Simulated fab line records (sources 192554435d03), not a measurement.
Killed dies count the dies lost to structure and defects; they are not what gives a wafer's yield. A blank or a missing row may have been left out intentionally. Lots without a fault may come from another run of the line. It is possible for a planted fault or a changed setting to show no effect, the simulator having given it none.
fab line records	flow n5Finfet
[record] lots = 7	wafers = 21	lastDay = 19
route steps=1938 shown DUMMY_GATE@247 SPACER0@258
lots that met no fault: from a run of the same line without faults
startH: hours from the record's opening day to when the first of the lot's shown wafers began	waitH: how many hours have passed since the lot's step before this one	" the same as in the row above	L1.1+2: one row covering several wafers at once	- no value, or no start given	* or withheld: withheld	< > ~ a bound
route shown NAME@n: NAME is a module with steps in the file, n the number in the route of the first one	usual: mean/standard deviation of fault-free wafers	same: alike in all rows	chamber/n: place in a boat	sites: each site's reading	_std_site: their standard deviation	_edge_site: outer sites' mean less inner sites'	radiusMm: for every site, how far away it sits from the centre of the wafer	mask NAME#n: copy n	behind: the last tool/chamber to shape the wafer	hold: cause of the lot's hold/its duration in hours/its outcome	device: the transistor (n, p or np) that didn't switch	end of line: tests run on the same wafers once the route is complete	a step with no rows: only its recipe	killed: not the wafer's yield, but the dies lost to structure and defects at the first sort	map: a wafer's dies, x killed, . not, _ none there
set.NAME: the setting the step ran with; set.NAME@STEP: the setting that earlier step ran with	model.NAME: the simulator's own value behind a step, which no gauge read
lots seen at some steps along the route; tables by step, rows by wafer
services: a tool's chamber out of use, with start hour (startH, from the record's first day; less than 0 if before it), hours out, and reason
[[steps]]
[step N5_DUMMY_GATE_ETCH_23]
[recipe] chemistry = HBr/Cl2/O2	HBr_flow_sccm = 150	Cl2_flow_sccm = 80	O2_flow_sccm = 12	biasW = 102	targetDepthA = 410	timeS = 22.3	target = poly-Si	maskMaterial = SiO2	pressureMtorr = 10	icpW = 800
[usual] HBr_flow_sccm = 150.0/0.47	drypumpMotorCurrentA = 5.7/0.35	oesProductAu = 1.003/0.019	throttleValvePct = 37.2/0.38
[same] timeS = 22.3
lot.wafer	tool	chamber	startH	waitH	HBr_flow_sccm	drypumpMotorCurrentA	oesProductAu	rfHoursCounterH	throttleValvePct
L705.2	rieSi-02	1	59.35	0.0	150.4	6.5	0.981	23	36.9
L705.3	"	0	"	"	150.2	5.8	1.027	133	37.1
L705.5	"	1	"	"	150.2	6.5	0.989	-	37.0
L708.1	rieSi-02	1	74.87	0.0	149.8	6.5	0.982	23	37.0
L708.2	"	0	"	"	150.2	5.8	1.030	133	37.1
L708.3	"	3	"	"	150.1	6.2	1.009	61	37.8
L711.1	rieSi-06	2	82.88	0.0	150.6	5.1	1.028	55	37.4
L711.3	"	1	"	"	149.9	5.6	1.000	198	37.6
L711.6	"	1	"	"	149.7	5.6	0.993	-	37.6
L713.2	rieSi-04	2	97.47	0.0	149.9	5.5	1.009	58	36.9
L713.5	"	0	"	"	150.1	5.4	1.002	-	37.3
L713.6	"	2	"	"	149.9	5.5	1.006	-	36.9
L714.1	rieSi-04	0	99.77	0.0	149.3	5.4	1.012	139	37.3
L714.4	"	2	"	"	150.4	5.5	1.014	58	36.9
L714.5	"	0	"	"	149.3	5.4	1.002	-	37.3
L721.1	rieSi-04	3	145.62	0.0	149.5	6.1	1.004	58	36.9
L721.3	"	2	"	"	150.3	5.5	1.011	59	36.9
L721.5	"	0	"	"	149.8	5.4	1.009	-	37.3
L724.1	rieSi-04	0	165.29	0.0	149.5	5.4	1.011	140	37.3
L724.3	"	3	"	"	150.1	6.1	1.002	59	36.9
L724.5	"	3	"	"	150.4	6.1	0.991	-	36.9
[step N5_DUMMY_GATE_ETCH_44]
[recipe] chemistry = HBr/O2	overEtchFrac = 0.7	targetDepthA = 1275	stopOn = SiO2	ionEnergyEv = 60	biasW = 20	target = poly-Si	maskMaterial = SiO2	pressureMtorr = 20	icpW = 400	HBr_flow_sccm = 120	O2_flow_sccm = 10
[usual] HBr_flow_sccm = 120.0/0.34	drypumpMotorCurrentA = 5.7/0.35	oesProductAu = 0.730/0.012	throttleValvePct = 18.50/0.24
lot.wafer	tool	chamber	startH	waitH	HBr_flow_sccm	drypumpMotorCurrentA	oesProductAu	rfHoursCounterH	throttleValvePct
L705.2	rieSi-02	1	59.40	0.0	119.7	6.6	0.733	23	18.45
L705.3	"	0	"	"	121.1	5.8	0.748	133	18.33
L705.5	"	1	"	"	120.1	6.5	0.724	-	18.45
L708.1	rieSi-02	1	74.93	0.0	120.6	6.6	0.719	23	18.45
L708.2	"	0	"	"	119.4	5.7	0.742	133	18.33
L708.3	"	3	"	"	119.8	6.2	0.738	61	18.81
L711.1	rieSi-06	2	82.94	0.0	120.1	5.1	0.737	55	18.69
L711.3	"	1	"	"	119.9	5.6	0.730	198	18.75
L711.6	"	1	"	"	119.7	5.6	0.735	-	18.74
L713.2	rieSi-04	2	97.53	0.0	120.4	5.5	0.732	58	18.23
L713.5	"	0	"	"	119.5	5.4	0.735	-	18.57
L713.6	"	2	"	"	119.9	5.5	0.737	-	18.24
L714.1	rieSi-04	0	99.83	0.0	119.5	5.4	0.744	139	18.59
L714.4	"	2	"	"	120.0	5.5	0.731	58	18.24
L714.5	"	0	"	"	119.7	5.4	0.734	-	18.57
L721.1	rieSi-04	3	145.67	0.0	119.9	6.1	0.726	58	18.33
L721.3	"	2	"	"	120.1	5.5	0.730	59	18.23
L721.5	"	0	"	"	120.1	5.4	0.728	-	18.58
L724.1	rieSi-04	0	165.34	0.0	120.0	5.4	0.728	140	18.59
L724.3	"	3	"	"	120.3	6.1	0.722	59	18.32
L724.5	"	3	"	"	119.5	6.1	0.727	-	18.30
[step N5_DUMMY_GATE_CD_MEAS_24]
[recipe] targetCdNm = 15
[usual] cdNm = 15.1/0.41
lot.wafer	tool	chamber	startH	waitH	cdNm
L705.2	cdSem-03	-	59.52	0.1	15.4
L705.3	"	-	"	"	14.3
L705.5	"	-	"	"	15.4
L708.1	cdSem-03	-	75.04	0.1	14.8
L708.2	"	-	"	"	15.1
L708.3	"	-	"	"	15.0
L711.1	cdSem-01	-	83.05	0.1	15.4
L711.3	"	-	"	"	15.0
L711.6	"	-	"	"	15.2
L713.2	cdSem-02	-	97.64	0.1	15.1
L713.5	"	-	"	"	15.5
L713.6	"	-	"	"	15.2
L714.1	cdSem-01	-	99.94	0.1	14.9
L714.4	"	-	"	"	15.0
L714.5	"	-	"	"	15.3
L721.1	cdSem-01	-	145.78	0.1	15.2
L721.3	"	-	"	"	15.0
L721.5	"	-	"	"	15.4
L724.1	cdSem-01	-	165.45	0.1	14.5
L724.3	"	-	"	"	15.4
L724.5	"	-	"	"	14.9
[step N5_DUMMY_GATE_ETCH_42]
[recipe] chemistry = CHF3/O2	target = SiO2	targetDepthA = 35	timeS = 31	ionEnergyEv = 30	biasW = 12	pressureMtorr = 30	sourceW = 600	Ar_flow_sccm = 200	CHF3_flow_sccm = 50	O2_flow_sccm = 5
[usual] drypumpMotorCurrentA = 5.5/0.34	mfcArSccm = 200.1/0.58	oesProductAu = 0.75/0.072	rfVppV = 42.6/1.1	showerheadPlenumPTorr = 2.38/0.074	throttleValvePct = 18.82/0.19
[same] timeS = 31
lot.wafer	tool	chamber	startH	waitH	drypumpMotorCurrentA	mfcArSccm	oesProductAu	rfHoursCounterH	rfVppV	showerheadPlenumPTorr	throttleValvePct
L705.2	rieDiel-04	2	59.57	0.0	5.2	201.3	0.76	129	41.9	2.53	18.84
L705.3	"	3	"	"	5.6	200.1	0.71	204	41.8	2.37	18.83
L705.5	"	3	"	"	5.6	199.7	0.71	-	42.9	2.37	18.83
L708.1	rieDiel-04	2	75.09	0.0	5.2	199.9	0.75	134	42.3	2.52	18.84
L708.2	"	3	"	"	5.6	199.7	0.70	209	42.3	2.37	18.83
L708.3	"	0	"	"	5.8	200.5	0.67	247	42.1	2.38	18.85
L711.1	rieDiel-06	1	83.10	0.0	5.6	200.5	0.77	167	44.2	2.33	18.75
L711.3	"	3	"	"	5.4	200.2	0.76	137	41.9	2.32	19.08
L711.6	"	3	"	"	5.4	200.3	0.77	-	42.0	2.32	19.07
L713.2	rieDiel-06	2	97.69	0.0	5.2	199.9	0.73	188	43.1	2.50	18.83
L713.5	"	0	"	"	4.9	200.6	0.95	-	43.9	2.37	18.47
L713.6	"	3	"	"	5.4	200.6	0.76	-	43.5	2.32	19.09
L714.1	rieDiel-06	3	99.99	0.0	5.3	200.3	0.75	144	42.8	2.32	19.09
L714.4	"	1	"	"	5.7	200.9	0.77	174	42.4	2.33	18.76
L714.5	"	0	"	"	4.9	200.8	0.95	-	41.8	2.37	18.47
L721.1	rieDiel-04	1	145.98	0.2	6.3	200.5	0.70	216	40.1	2.30	18.99
L721.3	"	2	"	"	5.3	200.5	0.74	150	43.3	2.52	18.86
L721.5	"	3	"	"	5.6	200.1	0.69	-	42.9	2.36	18.88
L724.1	rieDiel-04	0	165.55	0.1	5.7	200.6	0.96	9	42.6	2.38	18.50
L724.3	"	1	"	"	6.2	201.1	0.70	223	41.3	2.30	19.00
L724.5	"	3	"	"	5.7	201.2	0.69	-	42.4	2.36	18.89
[step N5_DUMMY_GATE_STRIP_48]
[recipe] chemistry = N2/H2	timeS = 20	powerW = 100	tempC = 40	pressureMtorr = 100	rfFrequencyHz = 6e+07	biasPowerW = 3	n2FlowSccm = 300	h2FlowSccm = 300
[usual] drypumpMotorCurrentA = 5.5/0.35	oesProductAu = 0.75/0.074	rfVppV = 45.4/0.86	showerheadPlenumPTorr = 3.34/0.11	throttleValvePct = 12.28/0.23
[same] timeS = 20
lot.wafer	tool	chamber	startH	waitH	drypumpMotorCurrentA	oesProductAu	rfHoursCounterH	rfVppV	showerheadPlenumPTorr	throttleValvePct
L705.2	rieDiel-04	2	59.62	0.0	5.3	0.75	129	46.8	3.55	12.37
L705.3	"	3	"	"	5.7	0.69	204	45.4	3.35	12.44
L705.5	"	3	"	"	5.7	0.68	-	44.2	3.35	12.46
L708.1	rieDiel-04	2	75.14	0.0	5.3	0.75	134	44.7	3.54	12.40
L708.2	"	3	"	"	5.7	0.70	209	45.8	3.35	12.46
L708.3	"	0	"	"	5.8	0.66	247	46.8	3.34	12.40
L711.1	rieDiel-06	1	83.15	0.0	5.6	0.76	167	45.6	3.22	12.05
L711.3	"	3	"	"	5.4	0.77	137	45.8	3.25	12.37
L711.6	"	3	"	"	5.3	0.77	-	45.7	3.25	12.38
L713.2	rieDiel-06	2	97.74	0.0	5.3	0.72	188	45.1	3.51	12.36
L713.5	"	0	"	"	4.9	0.96	-	44.3	3.33	11.80
L713.6	"	3	"	"	5.4	0.76	-	46.1	3.25	12.41
L714.1	rieDiel-06	3	100.03	0.0	5.4	0.75	144	43.7	3.25	12.39
L714.4	"	1	"	"	5.7	0.76	174	44.0	3.22	12.06
L714.5	"	0	"	"	4.9	0.95	-	45.7	3.33	11.79
L721.1	rieDiel-04	1	146.03	0.0	6.3	0.70	217	44.9	3.21	12.54
L721.3	"	2	"	"	5.3	0.74	150	46.4	3.54	12.43
L721.5	"	3	"	"	5.6	0.68	-	45.1	3.34	12.50
L724.1	rieDiel-04	0	165.60	0.0	5.8	0.96	9	43.8	3.33	11.79
L724.3	"	1	"	"	6.3	0.70	223	45.9	3.21	12.55
L724.5	"	3	"	"	5.7	0.69	-	45.6	3.34	12.50
[step N5_DUMMY_GATE_PRECLEAN_33]
[recipe] chemistry = dHF	timeS = 10	dilution = 750:1	tempC = 25
[step N5_DUMMY_GATE_PRECLEAN_25]
[recipe] chemistry = O3/DIW	timeS = 45	tempC = 22	o3Ppm = 10
[step N5_DUMMY_GATE_PRECLEAN_51]
[recipe] chemistry = SC2	timeS = 45	tempC = 35	mix = 1:1:50
[step N5_DUMMY_GATE_SRD_26]
[recipe] dry = ipaMarangoni	timeS = 30	tempC = 23	rinseLiquid = diw
[step N5_DUMMY_GATE_UV_OZONE_45]
[recipe] timeS = 120	pressureTorr = 760	tempC = 25
[step N5_DUMMY_GATE_INSPECT_27]
[recipe] inspectInstrument = brightfield	mode = aei
[usual] rawDefectCount = 290/67
lot.wafer	tool	chamber	startH	waitH	rawDefectCount
L705.2	defectInspect-01	-	59.80	0.0	308
L705.3	"	-	"	"	294
L705.5	"	-	"	"	359
L708.1	defectInspect-01	-	75.32	0.0	209
L708.2	"	-	"	"	339
L708.3	"	-	"	"	236
L711.1	defectInspect-01	-	83.35	0.0	297
L711.3	"	-	"	"	336
L711.6	"	-	"	"	400
L713.2	defectInspect-02	-	97.92	0.0	228
L713.5	"	-	"	"	316
L713.6	"	-	"	"	209
L714.1	defectInspect-01	-	100.22	0.0	410
L714.4	"	-	"	"	244
L714.5	"	-	"	"	358
L721.1	defectInspect-01	-	146.22	0.0	370
L721.3	"	-	"	"	291
L721.5	"	-	"	"	243
L724.1	defectInspect-02	-	165.79	0.0	250
L724.3	"	-	"	"	261
L724.5	"	-	"	"	250
[step N5_SPACER0_ALD_07]
[recipe] material = SiNx	targetThkA = 20	tempC = 400	aldPrecursorFamily = SiH2I2	aldCoReactant = N2/H2-plasma	pressureTorr = 2
[step N5_SPACER0_ALD_00]
[recipe] material = SiOCN	targetThkA = 35	tempC = 400	aldPrecursorFamily = alkyl-aminosilane	aldCoReactant = O2/N2-plasma	pulseTimeS = 3	purgeTimeS = 2	coReactantPurgeTimeS = 2	aldCycles = 58	pressureTorr = 2
[usual] heaterPowerW = 840/81	precursorPulseHeightRel = 1.000/0.019	susceptorTempC = 400.06/0.22
[same] aldCycles = 58
lot.wafer	tool	chamber	startH	waitH	heaterPowerW	precursorPulseHeightRel	susceptorTempC
L705.2	aldSin-01	0	60.00	0.1	803	1.022	400.33
L705.3	"	1	"	"	1013	0.975	400.28
L705.5	"	2	"	"	832	0.978	399.91
L708.1	aldSin-01	3	75.51	0.1	743	1.010	400.22
L708.2	"	1	"	"	1026	0.996	399.95
L708.3	"	0	"	"	794	0.995	400.09
L711.1	aldSin-01	3	83.54	0.1	729	0.987	400.19
L711.3	"	1	"	"	1013	1.006	399.91
L711.6	"	1	"	"	1015	0.986	399.94
L713.2	aldSin-03	0	99.54	0.1	913	0.988	400.12
L713.5	"	0	"	"	917	0.980	400.29
L713.6	"	3	"	"	893	1.013	399.90
L713.2	aldSin-03	0	101.39	1.7	926	1.018	400.21
L713.5	"	0	"	"	926	0.983	400.49
L713.6	"	3	"	"	904	0.970	399.96
L714.1	aldSin-04	2	100.41	0.1	897	0.996	400.32
L714.4	"	1	"	"	695	1.011	399.60
L714.5	"	2	"	"	890	1.009	399.78
L714.1	aldSin-04	2	100.89	0.3	867	1.029	399.91
L714.4	"	1	"	"	704	1.040	400.14
L714.5	"	2	"	"	890	0.994	399.99
L721.1	aldSin-04	2	146.49	0.1	871	0.985	400.04
L721.3	"	0	"	"	779	1.015	399.98
L721.5	"	1	"	"	687	0.989	400.13
L721.1	aldSin-04	2	146.92	0.3	858	1.006	399.72
L721.3	"	0	"	"	789	1.023	400.34
L721.5	"	1	"	"	705	0.984	400.20
L724.1	aldSin-04	1	166.59	0.1	700	1.006	400.28
L724.3	"	3	"	"	932	1.012	399.79
L724.5	"	2	"	"	868	0.970	400.26
[step N5_SPACER0_ALD_08]
[recipe] material = SiNx	targetThkA = 20	tempC = 400	aldPrecursorFamily = SiH2I2	aldCoReactant = N2/H2-plasma	pressureTorr = 2
[usual] heaterPowerW = 842/84	susceptorTempC = 399.98/0.22
lot.wafer	tool	chamber	startH	waitH	heaterPowerW	susceptorTempC
L705.2	aldSin-01	0	60.26	0.1	779	399.99
L705.3	"	1	"	"	1029	399.97
L705.5	"	2	"	"	823	399.80
L708.1	aldSin-01	3	75.77	0.1	726	399.71
L708.2	"	1	"	"	1044	400.19
L708.3	"	0	"	"	779	400.38
L711.1	aldSin-01	3	83.79	0.1	733	400.42
L711.3	"	1	"	"	1043	399.94
L711.6	"	1	"	"	1024	399.95
L713.2	aldSin-03	0	101.85	0.3	908	400.05
L713.5	"	0	"	"	928	399.95
L713.6	"	3	"	"	897	399.84
L714.1	aldSin-04	2	102.35	1.3	892	399.98
L714.4	"	1	"	"	691	400.55
L714.5	"	2	"	"	876	399.66
L721.1	aldSin-04	2	147.34	0.3	900	399.89
L721.3	"	0	"	"	778	399.85
L721.5	"	1	"	"	717	399.16
L724.1	aldSin-04	1	166.85	0.1	701	399.92
L724.3	"	3	"	"	935	400.12
L724.5	"	2	"	"	898	400.35
[[services]]
tool	chamber	startH	hours	kind
rieSi-02	-	62.72	0.8	repair
rieSi-04	-	74.08	0.7	repair
rieDiel-06	0	79.63	-	clean
rieDiel-06	0	79.63	-	consumableReplace:focusRing
rieDiel-06	0	79.63	16.9	scheduledDown
rieDiel-06	0	79.63	16.9	ventCycle
aldSin-01	-	85.46	14.0	pm
aldSin-01	0	85.46	14.0	ventCycle
rieDiel-04	0	87.25	-	clean
rieDiel-04	0	87.25	-	consumableReplace:focusRing
rieDiel-04	0	87.25	21.7	scheduledDown
rieDiel-04	0	87.25	21.7	ventCycle
rieSi-04	2	87.27	5.8	repair
rieSi-04	3	89.37	8.2	repair
rieSi-02	3	98.19	16.3	repair
rieSi-06	3	98.29	6.3	repair
rieDiel-06	0	104.78	5.5	repair
aldSin-01	-	110.18	2.8	pm
aldSin-03	-	110.86	1.4	repair
rieDiel-04	-	116.06	28.1	pm
aldSin-01	1	127.63	3.0	repair
rieSi-06	-	130.95	0.1	repair
rieSi-02	1	131.36	8.1	repair
rieSi-06	-	142.29	0.3	repair
[[key]]
[firstSign] step = N5_SPACER0_ALD_00	reading = visit	direction = added
effect none on later readings
metAt N5_SPACER0_ALD_00
struckWafers L713.2,L713.5,L713.6,L714.1,L714.4,L714.5,L721.1,L721.3,L721.5
rowsEnd L714.1,L714.4,L714.5
sortLeftOut L713.2,L713.5,L713.6,L721.1,L721.3,L721.5
[loopTrim] step = N5_BEOL_M4_EXPOSE_08	setting = dose	lots = L713,L714
[loopTrim] step = N5_BEOL_M4_EXPOSE_25	setting = dose	lots = L713,L714
[fault] kind = repeatedStepWhole	tool = aldSin-01,aldSin-03,aldSin-04	chamber = -	onsetH = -	steps = N5_SPACER0_ALD_00	times = 1	scope = struckLotsOnly
// sortLeftOut: the simulated sort isn't trusted on such a fault, so these wafers' sort isn't shown, and their yield isn't known
// rowsEnd: these wafers met a further fault down the route, and their rows from its step on are left out
// loopTrim: a control loop set the setting to another value than it would have without faults
